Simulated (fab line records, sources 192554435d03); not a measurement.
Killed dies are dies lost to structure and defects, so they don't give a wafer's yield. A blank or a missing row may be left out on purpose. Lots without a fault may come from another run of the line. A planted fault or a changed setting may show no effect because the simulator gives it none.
Which tool did it? | flow n5_finfet | 12 lots, 35 wafers sampled, at 5 steps of a route of 1938

WHAT THE GAUGES READ, wafer by wafer
The record holds no reading of a measuring or inspecting step that can be judged against a usual standard deviation.

WHICH TOOL RAN EACH LOT (tool, then ch and the chambers of the sampled wafers, then the start)
lot  | N5_BEOL_M7_ALD_77                   | N5_BEOL_M7_SPUTTER_48        | N5_BEOL_M8_CURE_74            | N5_BEOL_M8_COAT_60                | N5_PASSIVATION_PROBE_49
L308 | ald_metal-02 ch 1,2, day 8 20:20    | pvd_sputter-02, day 8 21:02  | uv_cure-03 ch 2, day 8 22:16  | litho_track-02 ch 0, day 8 23:47  | -
L307 | ald_metal-03 ch 0,1, day 8 20:56    | pvd_sputter-02, day 8 23:09  | uv_cure-03 ch 2, day 9 00:23  | litho_track-02 ch 0, day 9 01:19  | -
L310 | ald_metal-02 ch 1, day 9 17:35      | pvd_sputter-01, day 9 18:08  | uv_cure-03 ch 0, day 9 19:30  | litho_track-03 ch 0, day 9 21:14  | -
L311 | ald_metal-04 ch 0,1,2, day 10 02:27 | pvd_sputter-01, day 10 03:09 | uv_cure-02 ch 2, day 10 04:33 | litho_track-02 ch 0, day 10 05:49 | -
L313 | ald_metal-03 ch 0,1,3, day 10 08:01 | pvd_sputter-02, day 10 08:52 | uv_cure-03 ch 0, day 10 11:22 | litho_track-05 ch 0, day 10 13:09 | -
L312 | ald_metal-03 ch 1,3, day 10 09:59   | pvd_sputter-01, day 10 10:30 | uv_cure-02 ch 2, day 10 12:47 | litho_track-05 ch 0, day 10 13:57 | -
L315 | ald_metal-03 ch 1,2,3, day 10 16:50 | pvd_sputter-01, day 10 17:19 | uv_cure-02 ch 0, day 10 18:49 | litho_track-05 ch 0, day 10 20:20 | -
L319 | ald_metal-04 ch 0,1, day 11 17:19   | pvd_sputter-01, day 11 18:04 | uv_cure-03 ch 1, day 11 19:24 | litho_track-05 ch 0, day 11 20:41 | prober-01, day 14 19:38
L318 | ald_metal-04 ch 2,3, day 11 20:45   | pvd_sputter-02, day 11 21:15 | uv_cure-03 ch 0, day 11 22:24 | litho_track-05 ch 0, day 11 23:44 | -
L323 | ald_metal-03 ch 1,2, day 12 21:32   | pvd_sputter-01, day 12 23:46 | uv_cure-02 ch 2, day 13 00:59 | litho_track-05 ch 0, day 13 01:49 | -
L321 | ald_metal-04 ch 0,2, day 12 21:44   | pvd_sputter-01, day 12 23:51 | uv_cure-01 ch 2, day 13 01:01 | litho_track-03 ch 0, day 13 01:50 | prober-01, day 15 16:05
L324 | ald_metal-03 ch 1,3, day 13 13:02   | pvd_sputter-03, day 13 13:38 | uv_cure-01 ch 2, day 13 15:01 | litho_track-05 ch 0, day 13 16:43 | -
- N5_BEOL_M7_ALD_77: deposits TaN, target thk 2 nm, pulse time 2 s, purge time 3 s.
- N5_BEOL_M7_SPUTTER_48: material Cu, target thk 10 nm, time 1.667 s.
- N5_BEOL_M8_CURE_74: cures SiCOH lowk, time 240 s.
- N5_BEOL_M8_COAT_60: time 60 s, resist thk 35 nm.
- N5_PASSIVATION_PROBE_49

WHAT THE TOOLS THEMSELVES READ (means of the sampled wafers that have a number; where no wafer has one, the mark that the record gives instead)
N5_BEOL_M7_ALD_77.
lot  | tool         | chamber_pressure_Torr (Torr) | heater_power_w (W)
L308 | ald_metal-02 | 2.994                        | 425
L307 | ald_metal-03 | 3.001                        | 382
L310 | ald_metal-02 | 2.997                        | 436
L311 | ald_metal-04 | 3.006                        | 427
L313 | ald_metal-03 | 3.001                        | 392
L312 | ald_metal-03 | 3.002                        | 403
L315 | ald_metal-03 | 2.994                        | 411
L319 | ald_metal-04 | 3.001                        | 423
L318 | ald_metal-04 | 2.997                        | 455
L323 | ald_metal-03 | 3.002                        | 396
L321 | ald_metal-04 | 3.002                        | 433
L324 | ald_metal-03 | 2.994                        | 406

N5_BEOL_M7_SPUTTER_48.
lot  | tool           | cathode_dc_power_W (W) | throttle_valve_pct (%)
L308 | pvd_sputter-02 | 25997                  | 29.6
L307 | pvd_sputter-02 | 25998                  | 28.0
L310 | pvd_sputter-01 | 26004                  | 30.0
L311 | pvd_sputter-01 | 25996                  | 30.5
L313 | pvd_sputter-02 | 26001                  | 28.8
L312 | pvd_sputter-01 | 25999                  | 30.3
L315 | pvd_sputter-01 | 26003                  | 30.5
L319 | pvd_sputter-01 | 26001                  | 29.1
L318 | pvd_sputter-02 | 26000                  | 28.4
L323 | pvd_sputter-01 | 26004                  | 29.9
L321 | pvd_sputter-01 | 26005                  | 29.2
L324 | pvd_sputter-03 | 25998                  | 30.1

N5_BEOL_M8_CURE_74.
lot  | tool       | lamp_power_pct (%) | wafer_temp_C_max
L308 | uv_cure-03 | 52.35              | 387.5
L307 | uv_cure-03 | 52.21              | 387.0
L310 | uv_cure-03 | 52.35              | 387.0
L311 | uv_cure-02 | 52.28              | 386.2
L313 | uv_cure-03 | 52.33              | 387.1
L312 | uv_cure-02 | 52.29              | 386.6
L315 | uv_cure-02 | 52.25              | 386.1
L319 | uv_cure-03 | 52.29              | 385.8
L318 | uv_cure-03 | 52.28              | 387.3
L323 | uv_cure-02 | 52.31              | 386.4
L321 | uv_cure-01 | 52.31              | 386.4
L324 | uv_cure-01 | 52.29              | 386.0

N5_BEOL_M8_COAT_60.
lot  | tool           | plate_temp_C (C) | spin_speed_rpm (rpm)
L308 | litho_track-02 | 220.07           | 1499.1
L307 | litho_track-02 | 220.12           | 1500.5
L310 | litho_track-03 | 220.06           | 1500.2
L311 | litho_track-02 | 219.99           | 1500.0
L313 | litho_track-05 | 220.08           | 1500.7
L312 | litho_track-05 | 219.81           | 1500.3
L315 | litho_track-05 | 219.90           | 1498.7
L319 | litho_track-05 | 220.00           | 1499.2
L318 | litho_track-05 | 219.94           | 1499.6
L323 | litho_track-05 | 220.09           | 1597.3
L321 | litho_track-03 | 219.80           | 1500.9
L324 | litho_track-05 | 220.12           | 1596.9

N5_PASSIVATION_PROBE_49.
lot  | tool      | defect_limited_yield (%) | killed_at_M0_to_M3 | killed_at_M4_up | killed_at_contacts | killed_at_front_end | killed_at_other | killed_dies | killed_open | killed_short | sort_bin_5_function (%) | sort_bin_6_memory (%) | sort_n_pass | sort_yield_pct (%)
L319 | prober-01 | 90.8                     | 35                 | 22              | 9                  | 41                  | 1.3             | 109         | 72          | 33           | 5.5                     | 3.1                   | 1071        | 90.8
L321 | prober-01 | 92.8                     | 29                 | 10              | 5                  | 41                  | 0.0             | 85          | 51          | 33           | 4.2                     | 2.5                   | 1095        | 92.8

THE ANSWER, worked out from the rows above alone
Rule: what is usual is taken from the lots themselves. Put in order of their means at a reading, lots are off if they are a third of the lots or fewer, leave a main group of 4 or more, and stand apart from it by a gap of 3 or more times the standard deviation of the main group's means; of several such gaps the widest counts. A main group whose means are all the same, to the digits that the tables above print for the reading, isn't used. A lot without any number at a reading at which 4 lots or more have one is off too. The other lots that the step has rows for count as sound. The gauges are gone through in route order, then the tools' own readings, and for those a lot's mean is taken as printed above. The first step at which some lot is off is used, and at that step the reading that is off furthest; a lot without a number counts as furthest.
Off: L323, L324, at N5_BEOL_M8_COAT_60 (spin_speed_rpm). The main group: mean 1499.9 rpm, standard deviation 0.7.
A tool fits if, at that step or a process step before it, it ran every lot that is off, and no sound lot after the first of them. Can't be told from this: 2 tools fit, ald_metal-03 at N5_BEOL_M7_ALD_77, litho_track-05 at N5_BEOL_M8_COAT_60.

WHAT THE SIMULATOR HAD PUT IN
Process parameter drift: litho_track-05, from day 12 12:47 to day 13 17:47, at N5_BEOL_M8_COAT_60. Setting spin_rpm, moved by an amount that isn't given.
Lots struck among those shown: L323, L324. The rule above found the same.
